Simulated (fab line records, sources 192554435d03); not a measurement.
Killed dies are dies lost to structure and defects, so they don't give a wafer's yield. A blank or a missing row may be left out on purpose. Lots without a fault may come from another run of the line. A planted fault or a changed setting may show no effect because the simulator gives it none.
Chamber matching | flow n5_finfet | N5_FIN_SAQP_ETCH_34 on rie_diel-01: 4 sister chambers
The step etches SiO2 in C4F6/O2, target depth 45 nm, time 15 s. 4 wafers are shown with their chamber, then 7 later ones without.

WAFERS WITH THEIR CHAMBER
wafer  | chamber | rf_vpp_V (V)
L090.3 | 3       | 716
L090.5 | 1       | 655
L093.2 | 0       | 720
L093.3 | 2       | 701

WAFERS WITHOUT THEIR CHAMBER
wafer  | rf_vpp_V (V)
L093.5 | 702
L096.2 | 714
L096.4 | 701
L096.6 | 655
L097.3 | 714
L097.5 | 714
L097.6 | 702

WHICH CHAMBER EACH WENT THROUGH
wafer  | from the rows above | in truth
L093.5 | 2                   | 2
L096.2 | 3                   | 3
L096.4 | 2                   | 2
L096.6 | 1                   | 1
L097.3 | 3                   | 3
L097.5 | 3                   | 3
L097.6 | 2                   | 2
Placed correctly: 7 of 7. Can't be placed from these rows: 0. Placed wrongly: 0.
How it was worked out, from the rows above alone: a wafer's distance from a chamber is the root of the sum, over the readings, of the square of ((its reading less the chamber's mean) divided by the reading's scatter). The wafer belongs to the nearest chamber; if the next one is less than 2 further off, it can't be placed. A chamber's mean is the mean of its shown wafers. The scatter: with one shown wafer a chamber, the root of the mean of the squares of how far each hidden wafer lies from its nearest shown one.
